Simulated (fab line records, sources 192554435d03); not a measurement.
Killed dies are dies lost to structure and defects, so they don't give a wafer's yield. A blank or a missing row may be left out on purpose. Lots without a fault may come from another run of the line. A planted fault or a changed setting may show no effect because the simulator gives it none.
Split-lot experiment | flow n5_finfet | 7 lots, 21 wafers read, on a route of 1938 steps

THE SPLIT
At N5_BEOL_M0_ETCH_109 (etches SiCN in CH3F/O2, target depth 8 nm, overetch 2.4 nm, time 27.4 s), the setting bias_w was moved away from the recipe's 75 W on 9 of the 21 wafers read, by -11.4% to +16.5%. The other wafers ran this setting at the recipe's value.

The reading is taken at the split's own step.

THE READING
rf_vpp_V, in V, at N5_BEOL_M0_ETCH_109 (etches SiCN in CH3F/O2, target depth 8 nm, overetch 2.4 nm, time 27.4 s). Fault-free wafers of this fab line usually give 296.8 V, standard deviation 1.5 V.

wafer  | tool, chamber at the split | bias_w as run, W | against the recipe | rf_vpp_V, V | against lot-mates on the recipe
L076.2 | rie_diel-02, 2             | 75               | recipe             | 299.7       | -
L076.4 | rie_diel-02, 1             | 75               | recipe             | 300.1       | -
L076.5 | rie_diel-02, 0             | 75               | recipe             | 297.3       | -
L079.1 | rie_diel-05, 2             | 75               | recipe             | 295.1       | -
L079.2 | rie_diel-05, 0             | 66.87            | -10.8%             | 274.3       | -21.1
L079.4 | rie_diel-05, 1             | 75               | recipe             | 295.7       | -
L083.3 | rie_diel-05, 3             | 69.48            | -7.4%              | 281.2       | -13.5
L083.4 | rie_diel-05, 2             | 69.48            | -7.4%              | 281.5       | -13.2
L083.5 | rie_diel-05, 1             | 75               | recipe             | 294.7       | -
L088.1 | rie_diel-05, 2             | 66.47            | -11.4%             | 274.4       | -21.6
L088.4 | rie_diel-05, 3             | 75               | recipe             | 295.3       | -
L088.5 | rie_diel-05, 0             | 75               | recipe             | 296.6       | -
L089.1 | rie_diel-05, 1             | 75               | recipe             | 296.5       | -
L089.2 | rie_diel-05, 3             | 68.97            | -8.0%              | 281.4       | -15.1
L089.4 | rie_diel-05, 0             | 75               | recipe             | 296.5       | -
L090.1 | rie_diel-05, 0             | 87.39            | +16.5%             | 327.5       | +31.0
L090.2 | rie_diel-05, 1             | 75               | recipe             | 296.5       | -
L090.5 | rie_diel-05, 0             | 87.39            | +16.5%             | 325.7       | +29.2
L092.1 | rie_diel-01, 0             | 75               | recipe             | 297.1       | -
L092.3 | rie_diel-01, 2             | 68.83            | -8.2%              | 281.5       | -15.6
L092.4 | rie_diel-01, 1             | 68.83            | -8.2%              | 279.7       | -17.4

THE FIT
A straight line over all 21 wafers: rf_vpp_V changes by +1.9 V for each +1% of bias_w; r = +0.99; the points scatter about the line by 1.5 V.
The same after taking each lot's own level away (the mean of its wafers on the recipe; 21 wafers): +1.86 V for each +1%; r = +1.00; scatter 0.82 V.
On that fit, the largest move of bias_w shifts the reading by 31 V.
The lots' own levels span 294.70 to 299.03 V, that is 2.9 times the standard deviation above.
So the lot-to-lot level changes the slope little: the two slopes agree.
Check: with one of the wafers moved furthest among these (+16.5%) left out of the fit, the line predicts +30.4 V for it against its lot-mates. It came out at +31 V against them.
Tool readings at the split's step, against how far the setting was moved: rf_vpp_V r = +0.99.

OTHER SPLITS ON THESE WAFERS
These wafers also went through other splits before the reading. Each is held against what the fit with the lots' levels taken away leaves over:
other split on the same wafers            | wafers away from the commonest value | r with rf_vpp_V (lot level and that fit taken away)
N5_GATE_CUT_COAT_07 spin_rpm              | 4                                    | +0.06
N5_MOL_CONTACT_COAG_SPUTTER_130 power_w   | 10                                   | -0.18
N5_MOL_CONTACT_COAG_CMP_23 down_force_psi | 5                                    | -0.23
N5_MOL_CONTACT_COAG_ALD_131 ald_cycles    | 6                                    | -0.23
N5_BEOL_M0_SAQP_HM_DEP_02 target_thk_a    | 5                                    | +0.15
N5_BEOL_M0_SAQP_COAT_08 spin_rpm          | 9                                    | -0.03

THE FILE'S OWN FIT
rf_vpp_V changes by +1.88 V for each +1% of bias_w, r = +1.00.
